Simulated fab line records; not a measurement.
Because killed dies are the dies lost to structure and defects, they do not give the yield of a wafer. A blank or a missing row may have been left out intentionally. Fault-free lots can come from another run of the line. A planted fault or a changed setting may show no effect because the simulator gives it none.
fab line records    flow n5Finfet    part 2 of 2: steps 20 to 31 of 31
record lots=5  wafers=15  lastDay=16
route steps=1938 shown MOL_CONTACT_COAG@535
lots untouched by any fault: they come from a run of this same line in which no faults occurred
startH: the number of hours between the record's first day and the start of the first shown wafer of the lot    waitH: hours from the lot's prior step to this one    " the same as in the row above    L1.1+2: one row covering several wafers at once    - value missing, or start not given    * or withheld: withheld    < > ~ a bound
route shown NAME@n: a module of which the file shows steps, and the number in the route of the first    usual: mean/standard deviation of fault-free wafers    same: alike in all rows    chamber/n: place in a boat    sites: the reading at each site    _std_site: their standard deviation    _edge_site: mean of outer sites minus mean of inner sites    radiusMm: how far each site lies from the wafer's centre    mask NAME#n: copy n    behind: the last tool/chamber to shape the wafer    hold: what put the lot on hold/how long, in hours/how the hold closed    device: names the non-switching transistor (n, p or np)    end of line: the tests these same wafers got at the end of their route    where a step has no rows: the recipe by itself    killed: count of dies lost to structure and defects at first sort (not the wafer's yield)    map: shows each die of a wafer: x if killed, . if not, _ if none is there
set.NAME: the run value of the setting; set.NAME@STEP: its run value at that earlier step    model.NAME: the simulator's own value behind a step, which no gauge read
a table for each step, a row for each wafer; lots at some steps of the route
services: from which hour (startH, from the record's first day; less than 0 if before it) a tool's chamber was out of use, for how many hours, and why
## steps
# step N5_MOL_CONTACT_COAG_CMP_23
# recipe stopOn=SiO2  tOverpolishS=1.5  postCmpClean=cuAlkaline  downForcePsi=2  platenRpm=50.289  padVelocityMS=1.0006  targetThkNm=0
# usual edgeZonePressureFrac=1.000/0.0053  motorCurrentA=8.0/0.91  overpolishRunS=1.500/0.0096  timeToEndpointS=10.6/1.8
# same tOverpolishS=1.5
lot.wafer  tool    chamber  startH  waitH  edgeZonePressureFrac  motorCurrentA  overpolishRunS  timeToEndpointS
L075.3     cmp-01  0        100.77  0.1    1.001                 9.7            1.486           11.4
L075.5     "       2        "       "      0.996                 9.0            1.507           11.0
L075.6     "       3        "       "      0.999                 6.9            1.510           10.6
L079.4     cmp-03  3        133.10  0.3    0.995                 8.8            1.506           11.0
L079.6     "       0        "       "      1.001                 7.0            1.492           10.6
L079.5     "       1        "       "      1.000                 7.1            1.510           11.6
L080.3     cmp-02  0        133.28  0.1    0.994                 7.6            1.470           9.1
L080.1     "       1        "       "      1.003                 8.9            1.506           10.8
L080.4     "       2        "       "      0.998                 7.7            1.494           11.8
L086.4     cmp-02  2        171.46  0.0    0.998                 7.5            1.494           11.2
L086.1     "       3        "       "      1.000                 9.0            1.489           7.4
L086.3     "       1        "       "      0.996                 9.0            1.501           10.2
L093.3     cmp-02  3        207.32  0.0    1.006                 8.8            1.511           9.2
L093.6     "       3        "       "      1.000                 8.5            1.511           9.7
L093.5     "       0        "       "      0.986                 7.6            1.485           11.9
# step N5_MOL_CONTACT_COAG_WET_ETCH_26
# recipe target=Co  targetDepthNm=13
lot.wafer   tool         chamber  startH  waitH
L075.3+5+6  wetBench-01  5,7,1    101.05  0.0
L079.4+5+6  wetBench-01  7,0,6    133.34  0.0
L080.1+3+4  wetBench-05  5,4,6    133.63  0.0
L086.1+3+4  wetBench-03  2,5,0    171.81  0.0
L093.3+5+6  wetBench-01  7,5,4    207.67  0.0
# step N5_MOL_CONTACT_COAG_WET_ETCH_116
# recipe chemistry=SC1-inhibited  targetDepthNm=4.6  dry=ipaMarangoni  rinseTimeS=30  rinseTempC=23
lot.wafer   tool         chamber  startH  waitH
L075.3+5+6  wetBench-01  5,7,1    101.20  0.0
L079.4+5+6  wetBench-01  7,0,6    133.49  0.0
L080.1+3+4  wetBench-05  5,4,6    133.78  0.0
L086.1+3+4  wetBench-03  2,5,0    171.96  0.0
L093.3+5+6  wetBench-01  7,5,4    207.82  0.0
# step N5_MOL_CONTACT_COAG_ALD_27
# recipe material=SiOC  targetThkA=170  tempC=400  aldPrecursorFamily=carbosiloxane  aldCoReactant=H2-plasma  pulseTimeS=1.5  timeS=2720  purgeTimeS=2  coReactantPurgeTimeS=2  aldCycles=340  pressureTorr=2
# usual heaterPowerW=848/87  precursorPulseHeightRel=1.001/0.021
# same purgeTimeS=2  timeS=2720
lot.wafer  tool       chamber  startH  waitH  heaterPowerW  precursorPulseHeightRel
L075.3     aldSin-01  3        101.52  0.0    799           0.962
L075.5     "          2        "       "      813           1.015
L075.6     "          1        "       "      888           1.022
L079.4     aldSin-01  1        133.81  0.0    879           1.022
L079.5     "          2        "       "      824           1.037
L079.6     "          3        "       "      783           0.994
L080.1     aldSin-02  0        134.10  0.0    1008          0.979
L080.3     "          2        "       "      812           1.026
L080.4     "          3        "       "      946           0.981
L086.1     aldSin-01  2        172.39  0.1    789           0.977
L086.3     "          0        "       "      978           1.019
L086.4     "          1        "       "      905           1.014
L093.3     aldSin-01  0        208.19  0.1    978           0.947
L093.5     "          0        "       "      943           1.004
L093.6     "          3        "       "      786           0.952
# step N5_MOL_CONTACT_COAG_CMP_28
# recipe stopOn=SiNx  tOverpolishS=0.85  postCmpClean=alkalineBrush  downForcePsi=4.15  platenRpm=51.8  padVelocityMS=1.0307  targetThkNm=14.522
# usual edgeZonePressureFrac=1.000/0.0051  motorCurrentA=12.3/1.6  timeToEndpointS=5.6/1.8
# same tOverpolishS=0.85
lot.wafer  tool    chamber  startH  waitH  edgeZonePressureFrac  motorCurrentA  timeToEndpointS
L075.3     cmp-02  1        103.20  0.9    0.995                 14.1           6.0
L075.6     "       2        "       "      1.008                 11.4           4.3
L075.5     "       3        "       "      0.997                 13.0           3.9
L079.4     cmp-03  3        135.42  0.8    0.997                 12.0           3.4
L079.6     "       2        "       "      0.991                 13.4           5.5
L079.5     "       3        "       "      0.999                 12.1           6.2
L080.1     cmp-02  3        135.67  0.8    0.999                 13.3           7.7
L080.4     "       0        "       "      0.999                 12.6           6.9
L080.3     "       2        "       "      0.999                 11.5           6.2
L086.4     cmp-02  2        173.96  0.8    0.995                 11.3           5.6
L086.3     "       3        "       "      0.997                 13.3           4.7
L086.1     "       0        "       "      0.998                 12.1           5.0
L093.3     cmp-02  1        209.83  0.9    0.998                 13.7           2.8
L093.5     "       3        "       "      1.002                 13.7           3.4
L093.6     "       0        "       "      0.999                 11.3           3.1
# step N5_MOL_CONTACT_COAG_THK_MEAS_29
# recipe reads=SiNx_of_GATE_CUT_PECVD_57+SiNx_of_GATE_CUT_SAC_CAP_01
# usual MD_CAP_THK=17.91/0.08
lot.wafer  tool          chamber  startH  waitH  MD_CAP_THK[nm]
L075.3     filmMetro-02  -        103.38  -      17.83
L075.5     "             -        "       "      17.87
L075.6     "             -        "       "      17.84
L079.4     filmMetro-01  -        135.67  -      17.88
L079.5     "             -        "       "      17.97
L079.6     "             -        "       "      17.85
L080.1     filmMetro-01  -        135.97  -      17.87
L080.3     "             -        "       "      17.94
L080.4     "             -        "       "      17.93
L086.1     filmMetro-02  -        174.25  -      17.89
L086.3     "             -        "       "      17.84
L086.4     "             -        "       "      17.89
L093.3     filmMetro-02  -        210.05  -      18.06
L093.5     "             -        "       "      17.91
L093.6     "             -        "       "      17.99
# step N5_MOL_CONTACT_COAG_ALD_123
# recipe material=SiNx  targetThkA=50  tempC=400  aldPrecursorFamily=SiH2I2  aldCoReactant=N2/H2-plasma  pulseTimeS=1  purgeTimeS=2  coReactantPurgeTimeS=2  aldCycles=100  pressureTorr=2
# usual heaterPowerW=849/85  precursorPulseHeightRel=0.998/0.02
# same purgeTimeS=2
lot.wafer  tool       chamber  startH  waitH  heaterPowerW  precursorPulseHeightRel
L075.3     aldSin-02  0        103.74  0.4    989           1.015
L075.5     "          3        "       "      937           0.995
L075.6     "          0        "       "      962           1.012
L079.4     aldSin-03  3        135.71  0.0    778           0.977
L079.5     "          3        "       "      779           0.981
L079.6     "          0        "       "      743           1.023
L080.1     aldSin-02  1        136.00  0.0    826           1.043
L080.3     "          0        "       "      959           1.021
L080.4     "          3        "       "      927           0.977
L086.1     aldSin-01  3        174.29  0.0    786           0.987
L086.3     "          0        "       "      971           1.003
L086.4     "          1        "       "      908           0.998
L093.3     aldSin-01  0        210.09  0.0    982           1.011
L093.5     "          0        "       "      1001          0.999
L093.6     "          1        "       "      890           1.001
# step N5_MOL_CONTACT_COAG_PECVD_31
# recipe material=SiO2  targetThkA=460  tempC=400  precursor=TEOS/O2  pressureTorr=6.5  rfW=withheld  teosFlowSccm=withheld  gas=O2  flowSccm=2650  timeS=8.9
# same timeS=8.9
lot.wafer   tool      chamber  startH  waitH
L075.3+5+6  pecvd-04  2,2,1    104.24  0.3
L079.4+5+6  pecvd-04  0,1,2    136.25  0.3
L080.1+3+4  pecvd-02  2,0,0    136.51  0.3
L086.1+3+4  pecvd-02  0,2,0    174.79  0.3
L093.3+5+6  pecvd-02  1,1,0    210.61  0.3
# step N5_MOL_CONTACT_COAG_COAT_75
# recipe resist=SOC  tempC=250  timeS=60  spinRpm=1500  resistThkNm=60
# same timeS=60
lot.wafer   tool           chamber  startH  waitH
L075.3+5+6  lithoTrack-04  0        104.30  0.0
L079.4+5+6  lithoTrack-04  0        136.30  0.0
L080.1+3+4  lithoTrack-04  0        136.56  0.0
L086.1+3+4  lithoTrack-02  0        174.85  0.0
L093.3+5+6  lithoTrack-03  0        210.66  0.0
# step N5_MOL_CONTACT_COAG_COAT_76
# recipe resist=SiARC  tempC=220  timeS=60  spinRpm=1500  resistThkNm=10
# same timeS=60
lot.wafer   tool           chamber  startH  waitH
L075.3+5+6  lithoTrack-04  0        -       -
L079.4+5+6  lithoTrack-04  0        -       -
L080.1+3+4  lithoTrack-04  0        -       -
L086.1+3+4  lithoTrack-02  0        -       -
L093.3+5+6  lithoTrack-03  0        -       -
# step N5_MOL_CONTACT_COAG_COAT_77
# recipe resist=underlayer  tempC=205  timeS=60  spinRpm=1500  resistThkNm=10
# same timeS=60
lot.wafer   tool           chamber  startH  waitH
L075.3+5+6  lithoTrack-04  0        -       -
L079.4+5+6  lithoTrack-04  0        -       -
L080.1+3+4  lithoTrack-04  0        -       -
L086.1+3+4  lithoTrack-02  0        -       -
L093.3+5+6  lithoTrack-03  0        -       -
# step N5_MOL_CONTACT_COAG_COAT_78
# recipe resist=CAR-EUV  spinRpm=1500  resistThkNm=40
lot.wafer   tool           chamber  startH  waitH
L075.3+5+6  lithoTrack-04  0        -       -
L079.4+5+6  lithoTrack-04  0        -       -
L080.1+3+4  lithoTrack-04  0        -       -
L086.1+3+4  lithoTrack-02  0        -       -
L093.3+5+6  lithoTrack-03  0        -       -
## services
tool             chamber  startH  hours  kind
aldSin-01        -        76.81   6.0    pm
cmp-03           -        78.90   0.4    repair
cmp-03           -        80.51   8.9    pm
aldMetal-02      1        80.63   3.5    repair
aldSin-01        -        86.21   14.0   pm
rieDiel-01       1        86.89   2.2    repair
aldMetal-02      -        88.68   0.8    repair
implanter-02     -        95.23   5.9    repair
rieDiel-06       3        95.74   5.3    repair
cmp-03           -        98.57   2.3    repair
rieDiel-06       1        102.17  2.4    repair
rieDiel-01       -        104.58  0.5    repair
pvdSputter-03    -        104.99  1.3    repair
pvdSputter-03    -        111.29  1.9    repair
cmp-02           -        113.67  4.0    pm
rieDiel-06       0        118.56  6.0    repair
cmp-02           -        118.87  0.6    repair
implanter-01     -        148.59  2.7    pm
implanter-01     -        157.69  3.9    repair
pecvd-04         -        158.95  1.4    repair
implanter-01     -        169.94  3.0    repair
remotePlasma-01  -        183.65  1.1    repair
aldSin-01        2        195.18  7.2    repair
cmp-02           -        195.41  0.5    repair
